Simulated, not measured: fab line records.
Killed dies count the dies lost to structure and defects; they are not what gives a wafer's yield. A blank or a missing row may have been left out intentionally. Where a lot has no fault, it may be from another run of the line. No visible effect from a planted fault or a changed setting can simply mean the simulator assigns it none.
fab line records	flow nand_harc
record: lots: 6	wafers: 18	last_day: 32
route steps=1302 shown P_ZERO_WELL@68 P_STI@69 END@1302
lots untouched by any fault: they come from a run of this same line in which no faults occurred
start_h: hours from the record's opening day to when the first of the lot's shown wafers began	wait_h: hours from the lot's prior step to this one	" identical to the entry in the row above	L1.1+2: a row that stands for several wafers	- value missing, or start not given	* or withheld: withheld	< > ~ a bound
route shown NAME@n: a module of which the file shows steps, and the number in the route of the first	usual: mean/standard deviation of fault-free wafers	same: alike in all rows	chamber/n: place in a boat	sites: per-site readings	_std_site: the standard deviation of these	_edge_site: inner sites' mean taken away from outer sites' mean	radius_mm: for every site, how far away it sits from the centre of the wafer	mask NAME#n: copy n	behind: the tool/chamber that last shaped the wafer	hold: why the lot was held/for how many hours/how that ended	device: transistor that didn't switch, given as n, p or np	end of line: the route-end tests of the same wafers	step lacking rows: just its recipe	killed: the dies lost at the first sort to structure and to defects; this is not the yield of the wafer	map: a wafer's dies, marking killed ones x, the rest . and places with no die _
set.NAME: setting as actually run; set.NAME@STEP: the setting as run at that earlier step	model.NAME: the simulator's own value behind a step, which no gauge read
lots at some steps of the route; a table a step, a row a wafer
services: when a tool's chamber went out of use (start_h, in hours from the record's first day, below 0 if earlier), for how many hours, and the reason
== steps ==
step: NHARC_P_ZERO_WELL_INSPECT_43
usual: raw_defect_count: 14/5.8
lot.wafer	tool	chamber	start_h	wait_h	raw_defect_count
L153.3	defect_inspect-01	-	37.66	0.3	18
L153.4	"	-	"	"	15
L153.6	"	-	"	"	13
L156.3	defect_inspect-02	-	68.17	0.7	16
L156.5	"	-	"	"	8
L156.6	"	-	"	"	6
L167.2	defect_inspect-01	-	177.85	0.5	9
L167.3	"	-	"	"	7
L167.5	"	-	"	"	16
L168.2	defect_inspect-02	-	188.02	0.5	9
L168.4	"	-	"	"	14
L168.5	"	-	"	"	10
L172.1	defect_inspect-01	-	227.61	0.6	25
L172.2	"	-	"	"	12
L172.5	"	-	"	"	23
L173.1	defect_inspect-02	-	238.42	0.6	13
L173.4	"	-	"	"	21
L173.5	"	-	"	"	24
step: NHARC_P_STI_ETCH_26
recipe: target_depth_a: 110	chemistry: dHF	material: SiO2
step: NHARC_P_STI_PRECLEAN_27
recipe: time_s: *	temp_c: 50	bath_age_min: 0	chemistry: SC1
step: NHARC_P_STI_SRD_28
step: NHARC_P_STI_OXIDE_29
recipe: target_thk_a: 100	temp_c: 900	ox_time_s: 1362	material: SiO2
step: NHARC_P_STI_HM_DEP_30
recipe: target_thk_a: 800	temp_c: 790	pressure_mtorr: 300	time_s: 873	material: Si3N4
step: NHARC_P_STI_DEHYDRATE_01
recipe: temp_c: 150	time_s: 120
step: NHARC_P_STI_HMDS_02
recipe: time_s: 30
step: NHARC_P_STI_COAT_41
recipe: temp_c: 200	time_s: 65
step: NHARC_P_STI_COAT_03
recipe: spin_rpm: 2000	resist_thk_nm: 600
step: NHARC_P_STI_SOFTBAKE_04
recipe: temp_c: 125	time_s: 70
step: NHARC_P_STI_EBR_05
step: NHARC_P_STI_EXPOSE_06
recipe: na: 0.55	target_cd_nm: 200	dose_mj: 37.69	mask_id: P_STI
usual: exposure_dose_mJ_cm2: 37.69/0.034
same: na: 0.55
lot.wafer	tool	chamber	start_h	wait_h	mask	exposure_dose_mJ_cm2
L153.3	krf_scanner-01	0	53.49	-	P_STI#0	37.63
L153.4	"	0	"	"	P_STI#0	37.66
L153.6	"	0	"	"	P_STI#0	37.66
L156.3	krf_scanner-03	0	82.55	-	P_STI#0	37.69
L156.5	"	0	"	"	P_STI#0	37.65
L156.6	"	0	"	"	P_STI#0	37.65
L167.2	krf_scanner-03	0	193.60	-	P_STI#0	28.92
L167.3	"	0	"	"	P_STI#0	28.87
L167.5	"	0	"	"	P_STI#0	28.95
L168.2	krf_scanner-04	0	204.64	-	P_STI#0	37.67
L168.4	"	0	"	"	P_STI#0	37.68
L168.5	"	0	"	"	P_STI#0	37.67
L172.1	krf_scanner-03	0	245.64	-	P_STI#0	30.69
L172.2	"	0	"	"	P_STI#0	30.66
L172.5	"	0	"	"	P_STI#0	30.58
L173.1	krf_scanner-01	0	254.53	-	P_STI#0	37.68
L173.4	"	0	"	"	P_STI#0	37.68
L173.5	"	0	"	"	P_STI#0	37.67
step: NHARC_P_STI_PEB_07
recipe: peb_temp_c: 128	peb_time_s: 80
step: NHARC_P_STI_DEVELOP_08
recipe: time_s: 50	dev_temp_c: 22
step: NHARC_P_STI_CD_MEAS_09
recipe: target_cd_nm: 200	landing_energy_ev: 500
usual: cd_nm: 200/3.7
same: landing_energy_ev: 500
lot.wafer	tool	chamber	start_h	wait_h	cd_nm
L153.3	cd_sem-03	0	53.63	-	203
L153.4	"	0	"	"	203
L153.6	"	0	"	"	206
L156.3	cd_sem-01	0	82.70	-	198
L156.5	"	0	"	"	204
L156.6	"	0	"	"	202
L167.2	cd_sem-02	0	193.75	-	147
L167.3	"	0	"	"	142
L167.5	"	0	"	"	148
L168.2	cd_sem-03	0	204.79	-	207
L168.4	"	0	"	"	202
L168.5	"	0	"	"	202
L172.1	cd_sem-01	0	245.79	-	157
L172.2	"	0	"	"	155
L172.5	"	0	"	"	158
L173.1	cd_sem-02	0	254.68	-	200
L173.4	"	0	"	"	200
L173.5	"	0	"	"	195
step: NHARC_P_STI_OVL_MEAS_10
usual: overlay_x_nm: 3/6.3	overlay_y_nm: 0/5.5
lot.wafer	tool	chamber	start_h	wait_h	overlay_x_nm	overlay_y_nm
L153.3	overlay-01	-	53.72	-	1	11
L153.4	"	-	"	"	0	11
L153.6	"	-	"	"	1	11
L156.3	overlay-01	-	82.78	-	7	4
L156.5	"	-	"	"	7	4
L156.6	"	-	"	"	7	5
L167.2	overlay-01	-	193.84	-	8	-8
L167.3	"	-	"	"	8	-8
L167.5	"	-	"	"	7	-7
L168.2	overlay-02	-	204.88	-	13	7
L168.4	"	-	"	"	12	6
L168.5	"	-	"	"	12	6
L172.1	overlay-02	-	245.88	-	3	3
L172.2	"	-	"	"	3	3
L172.5	"	-	"	"	3	3
L173.1	overlay-02	-	254.77	-	-3	-5
L173.4	"	-	"	"	-3	-5
L173.5	"	-	"	"	-3	-5
step: NHARC_P_STI_INSPECT_11
usual: raw_defect_count: 5.5/2.8
lot.wafer	tool	chamber	start_h	wait_h	raw_defect_count
L153.3	defect_inspect-02	-	53.75	0.0	4
L153.4	"	-	"	"	4
L153.6	"	-	"	"	7
L156.3	defect_inspect-02	-	82.82	0.0	9
L156.5	"	-	"	"	3
L156.6	"	-	"	"	8
L167.2	defect_inspect-02	-	193.87	0.0	8
L167.3	"	-	"	"	7
L167.5	"	-	"	"	4
L168.2	defect_inspect-01	-	204.92	0.0	5
L168.4	"	-	"	"	5
L168.5	"	-	"	"	4
L172.1	defect_inspect-01	-	245.91	0.0	5
L172.2	"	-	"	"	5
L172.5	"	-	"	"	5
L173.1	defect_inspect-01	-	254.80	0.0	3
L173.4	"	-	"	"	6
L173.5	"	-	"	"	8
step: NHARC_P_STI_HARDBAKE_13
recipe: temp_c: 118	time_s: 65
step: NHARC_P_STI_DESCUM_14
recipe: time_s: 3	o2_flow_sccm: 200	ar_flow_sccm: 0	bias_power_w: 0	chemistry: O2
usual: drypump_motor_current_A: 5.4/0.5	oes_product_au: 1.001/0.012	rf_vpp_V: 57.8/0.93	showerhead_plenum_p_Torr: 1.90/0.07	throttle_valve_pct: 11.312/0.0093
lot.wafer	tool	chamber	start_h	wait_h	drypump_motor_current_A	oes_product_au	rf_hours_counter_h	rf_vpp_V	showerhead_plenum_p_Torr	throttle_valve_pct	model.P_STI.cd_nm
L153.3	rie_diel-11	3	53.89	-	6.2	1.012	13	57.8	1.90	11.321	203.1
L153.4	"	3	"	"	6.2	1.005	-	57.2	1.90	11.320	203
L153.6	"	2	"	"	4.8	1.015	-	57.3	1.82	11.307	205.6
L156.3	rie_diel-01	1	82.97	-	5.7	1.005	2	57.2	1.83	11.322	197.6
L156.5	"	3	"	"	4.8	1.001	-	57.8	2.02	11.320	203.8
L156.6	"	0	"	"	4.9	1.005	-	58.0	1.89	11.314	201.8
L167.3	rie_diel-01	3	194.02	-	4.8	1.008	8	58.3	2.02	11.311	141.9
L167.2	"	1	"	"	5.7	1.011	9	56.9	1.83	11.316	147.4
L167.5	"	3	"	"	4.8	1.018	-	59.2	2.01	11.309	147.8
L168.2	rie_diel-11	0	205.06	-	5.5	1.009	10	58.8	1.82	11.309	206.2
L168.4	"	2	"	"	4.8	1.011	9	58.2	1.82	11.322	202
L168.5	"	0	"	"	5.5	1.010	-	57.8	1.82	11.311	201.2
L172.2	rie_diel-01	0	246.06	-	4.9	0.993	1	57.2	1.89	11.319	155.4
L172.1	"	2	"	"	5.9	0.992	1	58.5	2.02	11.298	156.3
L172.5	"	0	"	"	4.9	0.997	-	58.1	1.89	11.305	157.8
L173.1	rie_diel-03	3	254.95	-	5.3	1.003	9	57.6	1.91	11.312	200.4
L173.4	"	2	"	"	5.0	0.985	-	57.0	1.85	11.314	200.1
L173.5	"	1	"	"	5.4	1.010	-	58.3	1.91	11.333	193.7
step: NHARC_P_STI_ETCH_42
recipe: target_depth_a: 800	overetch_a: 240	time_s: 61	ion_energy_ev: 200	n2_flow_sccm: 150	h2_flow_sccm: 150	ar_flow_sccm: 0	rf_w: 400	bias_w: 150	chemistry: N2/H2
usual: drypump_motor_current_A: 5.4/0.49	oes_product_au: 1.002/0.013	rf_vpp_V: 430.1/2.3	showerhead_plenum_p_Torr: 2.02/0.079	throttle_valve_pct: 14.170/0.0088
lot.wafer	tool	chamber	start_h	wait_h	drypump_motor_current_A	oes_product_au	rf_hours_counter_h	rf_vpp_V	showerhead_plenum_p_Torr	throttle_valve_pct
L153.3	rie_diel-11	0	53.99	0.1	5.5	1.036	13	428.3	1.94	14.165
L153.6	"	0	"	"	5.5	1.029	-	427.7	1.94	14.155
L153.4	"	3	"	"	6.2	1.006	-	430.6	2.02	14.181
L156.3	rie_diel-01	3	83.04	0.1	4.8	1.012	2	434.1	2.15	14.173
L156.6	"	3	"	"	4.8	1.001	-	432.9	2.15	14.181
L156.5	"	0	"	"	5.0	1.000	-	430.9	2.02	14.169
L167.3	rie_diel-01	0	194.09	0.1	4.9	1.004	8	429.6	2.01	14.186
L167.2	"	3	"	"	4.8	1.009	8	433.1	2.15	14.171
L167.5	"	0	"	"	4.9	1.012	-	430.1	2.01	14.157
L168.4	rie_diel-11	1	205.15	0.1	6.5	0.987	9	429.4	2.02	14.169
L168.2	"	2	"	"	4.9	1.026	9	427.5	1.94	14.179
L168.5	"	0	"	"	5.5	1.016	-	427.3	1.94	14.171
L172.1	rie_diel-01	2	246.14	0.1	5.9	0.986	1	433.4	2.16	14.144
L172.2	"	0	"	"	4.9	0.992	1	430.1	2.01	14.173
L172.5	"	2	"	"	5.9	0.998	-	434.8	2.16	14.164
L173.1	rie_diel-03	3	255.05	0.1	5.3	0.998	9	430.7	2.04	14.168
L173.5	"	3	"	"	5.3	1.005	-	429.6	2.03	14.178
L173.4	"	1	"	"	5.4	1.003	-	428.9	2.03	14.176
step: NHARC_P_STI_ETCH_31
recipe: target_depth_a: 1089	time_s: 54.5	cf4_flow_sccm: 100	chf3_flow_sccm: 30	ar_flow_sccm: 0	rf_w: 500	bias_w: 200	chemistry: CF4/CHF3
usual: drypump_motor_current_A: 5.4/0.49	oes_product_au: 0.965/0.021	rf_vpp_V: 370.1/1.9	showerhead_plenum_p_Torr: 1.56/0.053	throttle_valve_pct: 16.803/0.0089
lot.wafer	tool	chamber	start_h	wait_h	drypump_motor_current_A	oes_product_au	rf_hours_counter_h	rf_vpp_V	showerhead_plenum_p_Torr	throttle_valve_pct
L153.3	rie_diel-11	2	-	-	4.8	0.986	14	367.4	1.50	16.824
L153.4	"	0	"	"	5.5	0.994	-	367.2	1.50	16.805
L153.6	"	3	"	"	6.2	0.970	-	370.2	1.56	16.806
L156.3	rie_diel-01	3	-	-	4.8	0.975	2	373.4	1.65	16.796
L156.6	"	1	"	"	5.7	0.994	-	369.9	1.51	16.775
L156.5	"	2	"	"	5.9	0.985	-	373.3	1.66	16.804
L167.2	rie_diel-01	2	-	-	5.9	0.956	8	373.1	1.66	16.800
L167.3	"	3	"	"	4.8	0.978	8	373.2	1.65	16.807
L167.5	"	1	"	"	5.7	0.996	-	369.7	1.51	16.792
L168.4	rie_diel-11	3	-	-	6.2	0.969	10	369.6	1.56	16.817
L168.2	"	1	"	"	6.5	0.969	9	372.1	1.56	16.805
L168.5	"	3	"	"	6.2	0.968	-	371.3	1.56	16.790
L172.1	rie_diel-01	1	-	-	5.7	0.950	2	370.0	1.51	16.807
L172.2	"	2	"	"	5.9	0.962	2	373.3	1.66	16.803
L172.5	"	0	"	"	4.9	0.936	-	369.6	1.55	16.793
L173.1	rie_diel-03	2	-	-	5.0	0.949	9	368.2	1.52	16.813
L173.5	"	1	"	"	5.4	0.965	-	371.3	1.57	16.802
L173.4	"	2	"	"	5.0	0.955	-	370.6	1.52	16.807
step: NHARC_P_STI_ETCH_15
recipe: target_depth_a: 3000	taper_deg: 4	time_s: 100.1	hbr_flow_sccm: 150	cl2_flow_sccm: 50	rf_w: 400	icp_w: 400	bias_w: 100	chemistry: HBr/Cl2
usual: drypump_motor_current_A: 5.9/0.48	oes_product_au: 1.001/0.015	throttle_valve_pct: 26.405/0.0089
lot.wafer	tool	chamber	start_h	wait_h	drypump_motor_current_A	oes_product_au	rf_hours_counter_h	throttle_valve_pct	model.P_STI.cd_nm
L153.4	rie_si-05	3	54.20	-	5.6	0.984	0.5	26.399	201.5
L153.3	"	2	"	"	6.2	0.982	0.5	26.409	201.8
L153.6	"	3	"	"	5.6	0.986	-	26.392	205
L156.3	rie_si-05	1	83.24	-	6.6	0.990	0.7	26.399	197.5
L156.6	"	0	"	"	5.3	0.985	-	26.419	201
L156.5	"	1	"	"	6.6	0.996	-	26.397	204.8
L167.2	rie_si-03	1	194.30	-	5.8	0.995	0.6	26.400	146.1
L167.3	"	2	"	"	5.7	0.998	0.9	26.385	140.8
L167.5	"	1	"	"	5.9	0.999	-	26.407	147
L168.4	rie_si-03	0	205.35	-	5.5	1.008	1.0	26.414	202.4
L168.2	"	1	"	"	5.8	0.992	0.7	26.400	205.5
L168.5	"	3	"	"	5.7	1.001	-	26.410	201.8
L172.2	rie_si-02	0	246.33	-	5.1	1.003	0.8	26.403	157.7
L172.1	"	3	"	"	6.7	1.018	0.7	26.414	157.1
L172.5	"	0	"	"	5.1	1.014	-	26.415	158.2
L173.1	rie_si-03	3	255.25	-	5.7	0.992	0.2	26.407	200.6
L173.4	"	1	"	"	5.9	1.000	0.2	26.409	201.3
L173.5	"	0	"	"	5.5	1.022	-	26.400	195.1
step: NHARC_P_STI_CD_MEAS_16
usual: cd_nm: 199/4
lot.wafer	tool	chamber	start_h	wait_h	cd_nm
L153.3	cd_sem-01	-	54.37	-	202
L153.4	"	-	"	"	202
L153.6	"	-	"	"	205
L156.3	cd_sem-01	-	83.39	-	198
L156.5	"	-	"	"	205
L156.6	"	-	"	"	201
L167.2	cd_sem-02	-	194.45	-	146
L167.3	"	-	"	"	141
L167.5	"	-	"	"	147
L168.2	cd_sem-02	-	205.49	-	206
L168.4	"	-	"	"	202
L168.5	"	-	"	"	202
L172.1	cd_sem-01	-	246.49	-	157
L172.2	"	-	"	"	157
L172.5	"	-	"	"	158
L173.1	cd_sem-02	-	255.41	-	200
L173.4	"	-	"	"	201
L173.5	"	-	"	"	195
step: NHARC_P_STI_OCD_MEAS_17
usual: trench_foot_cd_nm: 158/3.8
lot.wafer	tool	chamber	start_h	wait_h	trench_foot_cd_nm
L153.3	ocd-01	-	54.46	0.1	162
L153.4	"	-	"	"	162
L153.6	"	-	"	"	165
L156.3	ocd-02	-	83.48	0.1	156
L156.5	"	-	"	"	162
L156.6	"	-	"	"	162
L167.2	ocd-01	-	194.54	0.1	105
L167.3	"	-	"	"	100
L167.5	"	-	"	"	105
L168.2	ocd-01	-	205.57	0.1	165
L168.4	"	-	"	"	160
L168.5	"	-	"	"	160
L172.1	ocd-01	-	246.57	0.1	112
L172.2	"	-	"	"	113
L172.5	"	-	"	"	115
L173.1	ocd-02	-	255.50	0.1	159
L173.4	"	-	"	"	157
L173.5	"	-	"	"	151
step: NHARC_P_STI_STRIP_19
recipe: time_s: 900	temp_c: 130	chemistry: SPM
step: NHARC_END_SORT_01
recipe: temp_c: 25
usual: killed_at_array: 52/17	killed_at_other: 1.2/1.4	killed_at_periphery: 4.7/2.9	killed_dies: 58/17	killed_open: 3.2/1.9	killed_short: 2.4/1.4
same: gross_dies: 677
lot.wafer	tool	chamber	start_h	wait_h	killed_at_array	killed_at_other	killed_at_periphery	killed_dies	killed_open	killed_short
L167.2	prober-01	0	698.78	2.8	84	0	593	677	7	5
L167.3	prober-01	0	699.59	3.1	69	2	606	677	3	1
L167.5	prober-01	0	701.20	3.7	74	0	602	676	4	4
L168.2	prober-01	0	716.13	2.8	26	0	6	32	3	2
L168.4	prober-01	0	717.74	3.4	26	2	3	31	5	3
L168.5	prober-01	0	718.55	3.7	27	0	4	31	0	1
L172.1	prober-01	0	769.88	2.5	79	0	534	613	1	2
L172.2	prober-01	0	770.67	2.8	74	0	531	605	4	4
L172.5	prober-01	0	773.06	3.7	65	0	541	606	1	6
killed by level:class
L167.2 P_STI:area_expose=590 A_SLIT:chamber_film_flake=38 A_CHANNEL_HOLE_D1:chamber_film_flake=24 A_CONTACT:chamber_film_flake=8 A_CHANNEL_FILL_D2:geometric_particle:short=3 A_STAIRCASE:chamber_film_flake=2 P_CONTACT:geometric_particle:open=1 P_M1:geometric_particle:open=1
L167.3 P_STI:area_expose=605 A_CHANNEL_HOLE_D1:chamber_film_flake=24 A_SLIT:chamber_film_flake=23 A_CONTACT:chamber_film_flake=10 A_CHANNEL_FILL_D2:chamber_film_flake=5 A_STAIRCASE:chamber_film_flake=3 THIN_TSV:chamber_film_flake=2 P_M1:geometric_particle:open=1
L167.5 P_STI:area_expose=601 A_SLIT:chamber_film_flake=28 A_CHANNEL_HOLE_D1:chamber_film_flake=25 A_CONTACT:chamber_film_flake=7 A_SGD_CUT:chamber_film_flake=2 A_STAIRCASE:chamber_film_flake=2 A_BONDPAD:chamber_film_flake=2 P_M0:geometric_particle:open=1
L168.2 A_CHANNEL_HOLE_D1:chamber_film_flake=10 A_SLIT:chamber_film_flake=4 A_CHANNEL_FILL_D2:chamber_film_flake=3 P_GATE:chamber_film_flake=3 A_STAIRCASE:chamber_film_flake=3 A_CONTACT:chamber_film_flake=3 P_GATE:geometric_particle:open=1 P_CONTACT:geometric_particle:open=1
L168.4 A_CHANNEL_HOLE_D1:chamber_film_flake=6 A_CONTACT:chamber_film_flake=5 A_STAIRCASE:chamber_film_flake=4 A_CHANNEL_FILL_D2:chamber_film_flake=3 A_SLIT:chamber_film_flake=3 P_GATE:geometric_particle:open=2 A_CHANNEL_FILL_D2:geometric_particle:open=2 A_ONON_D2:geometric_particle:short=1
L168.5 A_CHANNEL_HOLE_D1:chamber_film_flake=13 A_CONTACT:chamber_film_flake=6 P_ZERO_WELL:chamber_film_flake=4 A_STAIRCASE:chamber_film_flake=3 A_CHANNEL_FILL_D2:geometric_particle:short=1 A_ZERO_WELL:chamber_film_flake=1 A_CHANNEL_HOLE_D2:chamber_film_flake=1 A_CHANNEL_FILL_D2:chamber_film_flake=1
L172.1 P_STI:area_expose=532 A_SLIT:chamber_film_flake=25 A_CHANNEL_HOLE_D2:chamber_film_flake=20 A_CHANNEL_HOLE_D1:chamber_film_flake=14 A_CONTACT:chamber_film_flake=7 A_BLC:chamber_film_flake=5 A_WL_FILL:chamber_film_flake=3 P_ZERO_WELL:chamber_film_flake=2
L172.2 P_STI:area_expose=525 A_CHANNEL_HOLE_D2:chamber_film_flake=30 A_SLIT:chamber_film_flake=22 A_CONTACT:chamber_film_flake=5 A_BLC:chamber_film_flake=4 A_CHANNEL_HOLE_D1:chamber_film_flake=3 A_WL_FILL:chamber_film_flake=3 P_ZERO_WELL:chamber_film_flake=2
L172.5 P_STI:area_expose=533 A_SLIT:chamber_film_flake=21 A_CHANNEL_HOLE_D2:chamber_film_flake=19 A_CHANNEL_HOLE_D1:chamber_film_flake=10 A_CONTACT:chamber_film_flake=7 A_STAIRCASE:chamber_film_flake=4 P_M0:geometric_particle:short=3 P_M2:chamber_film_flake=2
map L167.2 (x killed, . not)
____________x____________
_________xxxxxxx_________
_______xxxxxxxxxxx_______
______xxxxxxxxxxxxx______
_____xxxxxxxxxxxxxxx_____
____xxxxxxxxxxxxxxxxx____
____xxxxxxxxxxxxxxxxx____
___xxxxxxxxxxxxxxxxxxx___
___xxxxxxxxxxxxxxxxxxx___
__xxxxxxxxxxxxxxxxxxxxx__
__xxxxxxxxxxxxxxxxxxxxx__
_xxxxxxxxxxxxxxxxxxxxxxx_
_xxxxxxxxxxxxxxxxxxxxxxx_
_xxxxxxxxxxxxxxxxxxxxxxx_
_xxxxxxxxxxxxxxxxxxxxxxx_
_xxxxxxxxxxxxxxxxxxxxxxx_
xxxxxxxxxxxxxxxxxxxxxxxxx
xxxxxxxxxxxxxxxxxxxxxxxxx
xxxxxxxxxxxxxxxxxxxxxxxxx
xxxxxxxxxxxxxxxxxxxxxxxxx
xxxxxxxxxxxxxxxxxxxxxxxxx
_xxxxxxxxxxxxxxxxxxxxxxx_
_xxxxxxxxxxxxxxxxxxxxxxx_
_xxxxxxxxxxxxxxxxxxxxxxx_
_xxxxxxxxxxxxxxxxxxxxxxx_
_xxxxxxxxxxxxxxxxxxxxxxx_
__xxxxxxxxxxxxxxxxxxxxx__
__xxxxxxxxxxxxxxxxxxxxx__
___xxxxxxxxxxxxxxxxxxx___
___xxxxxxxxxxxxxxxxxxx___
____xxxxxxxxxxxxxxxxx____
____xxxxxxxxxxxxxxxxx____
_____xxxxxxxxxxxxxxx_____
______xxxxxxxxxxxxx______
_______xxxxxxxxxxx_______
_________xxxxxxx_________
____________x____________
map L172.1 (x killed, . not)
____________x____________
_________xxxxxxx_________
_______xxxxxxxxxxx_______
______xxx.xxxxxxxxx______
_____xx.xxxxx.xxxxxx_____
____x.xxxxxxxxxxxxxxx____
____xx..xxx..xxxx.xxx____
___xxxxxxxxxxxxxxxxxxx___
___xx.xxxx.xx.x.xxxxxx___
__xxxxxxx.xxxxx.xxx.xxx__
__xxxxx.xx.x..xxxxxxxxx__
_xxxxxxxxxxx.x.xx.xxxxxx_
_xxx.xxx.xxxxx.x.xxxxxxx_
_xxxxxx.xxxxxxxxxxxxxxxx_
_xxxxx...xxxxxxxx.xxx.xx_
_xxxxx.x.xxxx.x...xxxxxx_
xxxx.xx.xxxxxxxx.xxxxxxxx
xxxxxx.xxxxxxx...x.xxxxxx
xxxxx.xxxxxxxxxxxxxxxxxxx
xxxxxxx.xxxxx.xxxxxx.xxxx
xxxx.xxx.xxxx.xxxx.xxxxxx
_xxxxxxxxxxx.x.xxxxxxxxx_
_xxxxxxxxx.xxxx.xxxxxxxx_
_xxxxxx.xxxx.xxxxxxxxxxx_
_xxxxxxxxxxxxxxx.xxxxxxx_
_xxxxx.xxxxxxxxxxxxxxxxx_
__xxxxxxxxxxxxxxxxxxxxx__
__xxxxxxxxxxx.xxxxxxxxx__
___xxxxxxxxxxxxxxxxxxx___
___xxxxxxxxxxxxxxxxxxx___
____xxxxxxxxxxxxxxxxx____
____xxxxxxxxxxxxxxxxx____
_____xxxxxxxxxxxxxxx_____
______xxxxxxxxxxxxx______
_______xxxxxxxxxxx_______
_________xxxxxxx_________
____________x____________
== services ==
tool	chamber	start_h	hours	kind
rie_diel-03	0	38.30	9.6	repair
rie_si-03	-	44.00	9.0	pm
rie_diel-01	-	49.50	1.8	repair
krf_scanner-03	-	52.00	4.0	pm
rie_diel-11	1	52.56	1.8	repair
rie_diel-11	1	62.99	4.8	repair
krf_scanner-03	-	63.10	1.5	repair
rie_si-03	-	64.99	0.1	repair
krf_scanner-03	-	65.56	0.7	repair
rie_si-05	3	71.22	2.1	repair
rie_diel-11	-	78.51	9.0	pm
rie_diel-11	2	96.97	2.2	repair
rie_diel-03	-	104.71	9.0	pm
krf_scanner-03	-	106.36	0.9	repair
rie_diel-11	3	113.27	1.2	repair
rie_diel-03	1	143.65	2.8	repair
rie_si-03	1	166.32	12.2	repair
rie_diel-03	-	181.80	0.5	repair
rie_diel-03	2	182.89	12.9	repair
rie_diel-01	-	203.80	9.0	pm
rie_si-03	-	221.00	9.0	pm
rie_diel-11	1	222.13	6.3	repair
krf_scanner-03	-	224.00	4.0	pm
rie_diel-03	0	253.33	6.0	repair
== key ==
first_sign: step: NHARC_P_STI_EXPOSE_06	reading: exposure_dose_mJ_cm2	direction: down	sigmas: 99+	usual: 37.69	struck: 29.78
effect: step: NHARC_P_STI_CD_MEAS_09	reading: cd_nm	direction: down	sigmas: 13	usual: 200	struck: 151	through: control_loop
effect: step: NHARC_P_STI_CD_MEAS_16	reading: cd_nm	direction: down	sigmas: 12	usual: 199	struck: 151	through: control_loop
effect: step: NHARC_P_STI_OCD_MEAS_17	reading: trench_foot_cd_nm	direction: down	sigmas: 13	usual: 158	struck: 108	through: control_loop
effect: step: NHARC_END_SORT_01	reading: killed_at_periphery	direction: up	sigmas: 99+	usual: 4.7	struck: 567.8
model_effect: step: NHARC_P_STI_DESCUM_14	value: P_STI.cd_nm	without: 203	struck: 151.1
model_effect: step: NHARC_P_STI_ETCH_15	value: P_STI.cd_nm	without: 203	struck: 151.1
more_kills_born_at: NHARC_P_STI_EXPOSE_06@krf_scanner-03: 3386
met_at NHARC_P_STI_EXPOSE_06
struck_wafers L167.2,L167.3,L167.5,L172.1,L172.2,L172.5
later_rows_left_out L167.2,L167.3,L167.5,L172.1,L172.2,L172.5
tester_left_out L167,L172
loop_trim: step: NHARC_P_STI_EXPOSE_06	setting: dose	lots: L172
onset_between 82.55 193.60
fault: kind: process_parameter_drift	tool: krf_scanner-03	chamber: -	onset_h: 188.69	steps: NHARC_P_STI_EXPOSE_06	channel: dose_mj	offset: -8.764	shape: step	acts_in: these_recipes_only	stated: 37.69
tester_left_out: of these lots the tester's yield and bins aren't shown, on N5 and GAA mostly nor the transistor test; their killed dies are dies lost to structure and defects alone, not to doping, threshold or leakage, so they don't give the yield
later_rows_left_out: the simulator's readings of these wafers behind a module that went badly wrong aren't trusted and aren't shown, but for the sort
loop_trim: a control loop set the setting to another value than it would have without faults
